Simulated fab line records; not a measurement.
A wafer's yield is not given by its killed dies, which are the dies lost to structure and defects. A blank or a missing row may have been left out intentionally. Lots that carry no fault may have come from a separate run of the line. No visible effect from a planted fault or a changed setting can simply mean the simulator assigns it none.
Comparing a struck lot with a sound one	flow n5_finfet	22 out of 1938 route steps
Sound: the wafers L887.2, L887.3, L887.4. Struck: wafers L891.1, L891.2, L891.4. The cause is given at the end.
Per side, at each step with rows, come the tool, then ch with its chambers, and then its first start. Under that, the readings that differ: sound wafers	struck wafers	difference of the means	sigmas: that difference in standard deviations of wafers without a fault.
alike: readings with means less than 2 such deviations apart, plus words and numbers identical on both sides. not compared: withheld readings, readings lacking a value on some wafer, bounds such as >300 that could conceal the same value, and numbers that have no deviation in the record and whose values overlap.
The two part at a step that has a row with sigmas, a row that says differs or no value, or rows on one side only. Numbers that don't overlap but have no deviation are shown without sigmas and don't part them. A reading that every wafer of one side lacks parts them only if that side has two wafers or more.

first, 11 steps without rows for these wafers: N5_WELL_APT_DESCUM_30 (chemistry O2, time 7.9 s); N5_WELL_APT_IMPLANT_31; N5_WELL_APT_IMPLANT_32; N5_WELL_APT_STRIP_33 (strips in SPM, time 900 s); N5_WELL_APT_RTA_34 (time 10 s); N5_WELL_APT_OXIDE_STRIP_42 (strips SiO2 in dHF, time 45 s, target depth 12 nm); N5_WELL_APT_PRECLEAN_36 (cleans in O3/DIW, time 45 s); N5_WELL_APT_PRECLEAN_39 (cleans in dHF, time 60 s); N5_WELL_APT_SRD_37 (time 30 s); N5_WELL_APT_EPI_41 (deposits Si from SiH4/H2, target thk 50 nm, time 297.7 s); N5_PMOS_HMC_CHANNEL_EPI_HM_DEP_34 (deposits SiO2 from TEOS/O2, target thk 36 nm, time 6.9 s).
N5_PMOS_HMC_CHANNEL_EPI_COAT_31: time 60 s, resist thk 66 nm.
  sound on litho_track-04 ch 0, day 4 11:29; struck on litho_track-02 ch 0, day 5 11:19
reading	sound	struck	difference	sigmas
spin_speed_rpm (rpm)	1500.8 1499.1 1499.9	1637.6 1639.7 1640.9	+139.5	+99 or more
model.BARC_of_PMOS_HMC_CHANNEL_EPI_COAT_31.thk_nm (nm)	65.79 65.89 65.87	63.17 63.29 63.07	-2.67	
then, 7 steps without rows for these wafers: N5_PMOS_HMC_CHANNEL_EPI_COAT_03 (resist thk 205 nm); N5_PMOS_HMC_CHANNEL_EPI_EBR_05; N5_PMOS_HMC_CHANNEL_EPI_SOFTBAKE_04 (time 60 s); N5_PMOS_HMC_CHANNEL_EPI_EXPOSE_06 (exposes mask PMOS HMC BLK, target cd 240 nm); N5_PMOS_HMC_CHANNEL_EPI_PEB_07 (peb time 60 s); N5_PMOS_HMC_CHANNEL_EPI_DEVELOP_08 (develop time 30 s); N5_PMOS_HMC_CHANNEL_EPI_DESCUM_14 (chemistry O2, time 7.9 s).
N5_PMOS_HMC_CHANNEL_EPI_ETCH_32: etches BARC in N2/H2, stops on SiO2, target depth 85.8 nm, time 50.3 s.
  sound on rie_diel-02 ch 1,2,3, day 4 12:05; struck on rie_diel-06 ch 0,1,2, day 5 11:40
reading	sound	struck	difference	sigmas
model.etch.depth_nm (nm)	65.79 65.89 65.87	63.17 63.29 63.07	-2.67	
  alike: chamber_pressure_mTorr, drypump_motor_current_A, n2_flow_sccm, oes_product_au, rf_vpp_V, showerhead_plenum_p_Torr, throttle_valve_pct
  not compared: rf_hours_counter_h
then, 1 step without rows for these wafers: N5_PMOS_HMC_CHANNEL_EPI_HM_OPEN_15 (chemistry CHF3/O2, target SiO2, target depth 40.6 nm, time 20.3 s).
-- a jump in the record: the struck wafers' starts before and after are 7 days apart (it breaks off in module PMOS_HMC_CHANNEL_EPI and resumes in module BEOL_M4, where the first step shown is number 1111 of the route) --
N5_BEOL_M4_RC_MEAS_101:
  sound on prober-01 ch 0, day 10 19:34; struck on prober-01 ch 0, day 12 11:18
  alike: DIBL_N, DIBL_P, IOFF_N, IOFF_P, ION_N, ION_P, SS_N, SS_P, VT_N, VT_P

WHERE THEY PART
Only at N5_PMOS_HMC_CHANNEL_EPI_COAT_31, within this record. Later steps at which nothing parts them and some readings are alike: N5_PMOS_HMC_CHANNEL_EPI_ETCH_32, N5_BEOL_M4_RC_MEAS_101.

WHY: what had been put in by the simulator
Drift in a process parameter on litho_track-02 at N5_PMOS_HMC_CHANNEL_EPI_COAT_31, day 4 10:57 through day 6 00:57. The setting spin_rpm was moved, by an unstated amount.
